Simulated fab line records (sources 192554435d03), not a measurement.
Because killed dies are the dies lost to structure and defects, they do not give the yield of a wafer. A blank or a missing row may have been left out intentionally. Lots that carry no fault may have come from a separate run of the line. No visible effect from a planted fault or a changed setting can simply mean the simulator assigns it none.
Which tool was responsible? ; flow n5Finfet ; Sampling: 10 lots, 30 wafers, 5 of 1938 route steps

## WHAT THE GAUGES READ, wafer by wafer
Not one reading of a measure or inspect step in the record can be checked against a usual standard deviation.

## TOOL THAT RAN EACH LOT (tool first, then ch and the chambers of the sampled wafers, then the start)
lot;N5_BEOL_M11_CURE_71;N5_BEOL_M11_DESCUM_16;N5_BEOL_M11_ETCH_61;N5_BEOL_M11_COAT_64;N5_PASSIVATION_PROBE_49
L797;uvCure-03 ch 2, day 11 00:19;rieDiel-05 ch 0,2,3, day 11 02:21;rieDiel-05 ch 0,2,3, day 11 02:23;lithoTrack-04 ch 0, day 11 03:07;-
L800;uvCure-02 ch 0, day 11 00:55;rieDiel-06 ch 0,2,3, day 11 02:37;rieDiel-06 ch 0,2,3, day 11 02:38;lithoTrack-03 ch 0, day 11 03:08;prober-02, day 13 01:53
L799;uvCure-01 ch 2, day 11 01:41;rieDiel-06 ch 0,1,3, day 11 03:26;rieDiel-06 ch 0,1,3, day 11 03:28;lithoTrack-04 ch 0, day 11 03:57;-
L802;uvCure-03 ch 2, day 11 17:53;rieDiel-01 ch 0,1,2, day 11 20:05;rieDiel-01 ch 0,1,2, day 11 20:07;lithoTrack-04 ch 0, day 11 20:37;prober-02, day 14 00:59
L811;uvCure-01 ch 0, day 14 06:19;rieDiel-05 ch 0,1,3, day 14 08:55;rieDiel-05 ch 0,1,3, day 14 08:57;lithoTrack-04 ch 0, day 14 10:52;-
L812;uvCure-02 ch 2, day 14 22:22;rieDiel-05 ch 1,2,3, day 15 01:07;rieDiel-05 ch 1,2,3, day 15 01:09;lithoTrack-04 ch 0, day 15 03:34;-
L814;uvCure-03 ch 0, day 15 00:03;rieDiel-01 ch 2,3, day 15 01:51;rieDiel-01 ch 2,3, day 15 01:53;lithoTrack-05 ch 0, day 15 03:34;-
L818;uvCure-01 ch 0, day 15 18:58;rieDiel-05 ch 0,2,3, day 15 23:49;rieDiel-05 ch 0,2,3, day 15 23:51;lithoTrack-05 ch 0, day 16 02:35;-
L819;uvCure-02 ch 2, day 16 05:46;rieDiel-06 ch 0,3, day 16 09:51;rieDiel-06 ch 0,3, day 16 09:53;lithoTrack-03 ch 0, day 16 10:23;-
L820;uvCure-03 ch 2, day 16 15:17;rieDiel-06 ch 1,3, day 16 18:06;rieDiel-06 ch 1,3, day 16 18:08;lithoTrack-05 ch 0, day 16 20:06;-
- N5_BEOL_M11_CURE_71: cures SiCOH lowk, time 240 s.
- N5_BEOL_M11_DESCUM_16: chemistry O2, time 7.9 s.
- N5_BEOL_M11_ETCH_61: etches SiARC in CF4, target depth 39 nm, time 65 s.
- N5_BEOL_M11_COAT_64: time 60 s, resist thk 30 nm.
- N5_PASSIVATION_PROBE_49

## WHAT THE TOOLS THEMSELVES READ (means of the sampled wafers that have a number; where no wafer has one, the mark that the record gives instead)
N5_BEOL_M11_CURE_71.
lot;tool;lampPowerPct (%);wafer_temp_C_max
L797;uvCure-03;52.34;386.8
L800;uvCure-02;52.29;386.0
L799;uvCure-01;52.29;387.4
L802;uvCure-03;52.34;387.3
L811;uvCure-01;52.30;386.8
L812;uvCure-02;52.33;387.1
L814;uvCure-03;52.30;388.2
L818;uvCure-01;52.33;387.1
L819;uvCure-02;52.38;387.1
L820;uvCure-03;52.32;387.3

N5_BEOL_M11_DESCUM_16.
lot;tool;drypumpMotorCurrentA (A);o2FlowSccm (sccm);oesProductAu (a.u.);rfVppV (V);showerheadPlenumPTorr (Torr);throttleValvePct (%)
L797;rieDiel-05;6.2;225.6;0.76;243.9;2.12;20.48
L800;rieDiel-06;5.8;224.7;0.75;242.7;2.02;20.64
L799;rieDiel-06;5.7;224.9;0.72;242.5;2.07;20.54
L802;rieDiel-01;5.8;224.6;0.75;242.1;2.03;20.57
L811;rieDiel-05;6.2;225.3;0.87;244.1;2.14;20.43
L812;rieDiel-05;6.1;224.9;0.86;244.7;2.15;20.20
L814;rieDiel-01;5.5;224.8;0.73;243.5;2.12;20.67
L818;rieDiel-05;6.3;225.4;0.90;244.4;2.20;20.33
L819;rieDiel-06;5.8;225.4;0.71;242.1;2.06;20.67
L820;rieDiel-06;5.5;224.8;0.81;242.5;2.05;20.28

N5_BEOL_M11_ETCH_61.
lot;tool;cf4FlowSccm (sccm);drypumpMotorCurrentA (A);etchRfOnTimeS (s);oesProductAu (a.u.);rfVppV (V);showerheadPlenumPTorr (Torr);throttleValvePct (%)
L797;rieDiel-05;100.08;6.3;63.7;0.66;185.0;2.17;15.72
L800;rieDiel-06;99.74;5.8;64.6;0.64;183.4;2.08;15.85
L799;rieDiel-06;100.24;5.7;65.2;0.61;184.1;2.12;15.80
L802;rieDiel-01;100.12;5.8;66.2;0.65;183.9;2.07;15.69
L811;rieDiel-05;99.99;6.2;62.9;0.75;184.2;2.20;15.61
L812;rieDiel-05;99.96;6.1;61.8;0.76;183.9;2.20;15.39
L814;rieDiel-01;99.97;5.5;62.7;0.64;183.3;2.16;15.77
L818;rieDiel-05;99.93;6.3;62.6;0.78;185.4;2.24;15.47
L819;rieDiel-06;100.38;5.8;66.2;0.60;183.8;2.12;15.93
L820;rieDiel-06;99.92;5.5;64.0;0.70;184.1;2.10;15.49

N5_BEOL_M11_COAT_64.
lot;tool;spinSpeedRpm (rpm)
L797;lithoTrack-04;1499.7
L800;lithoTrack-03;1498.7
L799;lithoTrack-04;1500.0
L802;lithoTrack-04;1500.4
L811;lithoTrack-04;1645.8
L812;lithoTrack-04;1645.0
L814;lithoTrack-05;1499.7
L818;lithoTrack-05;1499.6
L819;lithoTrack-03;1500.3
L820;lithoTrack-05;1499.9

N5_PASSIVATION_PROBE_49.
lot;tool;defectLimitedYield (%);killed_at_M0_to_M3;killed_at_M4_up;killedAtContacts;killedAtFrontEnd;killedAtOther;killedDies;killedOpen;killedShort;sort_bin_5_function (%);sort_bin_6_memory (%);sort_bin_8_speed (%);sortNPass;sortYieldPct (%)
L800;prober-02;91.1;35;17;17;32;2.3;104;68;33;4.8;3.8;0.0;1076;91.1
L802;prober-02;92.2;24;17;20;26;6.0;92;61;31;4.7;2.8;0.0;1088;92.2

## THE ANSWER, worked out from the rows above alone
Rule: the usual values come from the lots themselves. Put in order of their means at a reading, lots are off if they are a third of the lots or fewer, leave a main group of 4 or more, and stand apart from it by a gap of 3 or more times the standard deviation of the main group's means; of several such gaps the widest counts. A main group is skipped when, at the precision printed for the reading in the tables above, its means are all equal. A lot without any number at a reading at which 4 lots or more have one is off too. Any other lot the step has rows for is counted as sound. Order of review: gauges by route order, followed by the tools' own readings, for which a lot's mean as printed above is used. At the first step where some lot is off, the reading lying furthest off is the one used; lots without a number count as furthest.
Off: L811, L812 (N5_BEOL_M11_COAT_64, spinSpeedRpm). The main group: mean 1499.8 rpm, standard deviation 0.49.
A tool fits if, at that step or a process step before it, it ran every lot that is off, and no sound lot after the first of them. One candidate fits, namely lithoTrack-04 at N5_BEOL_M11_COAT_64. Its last sound lot is L802 (day 11 20:37), its first lot that is off L811 (day 14 10:52): a fault that began between those two fits.
The tool's own readings at N5_BEOL_M11_COAT_64 bear it out: on the lots that are off they differ by more than 5 times the standard deviation of the sound lots' means. spinSpeedRpm reads 1645.4 rpm there against 1499.8 rpm on the sound lots.

## WHAT THE SIMULATOR HAD INSERTED
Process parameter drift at N5_BEOL_M11_COAT_64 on lithoTrack-04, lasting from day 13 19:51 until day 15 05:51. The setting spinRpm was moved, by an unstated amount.
Struck lots among those shown: L811, L812. The rule above reached the same finding.
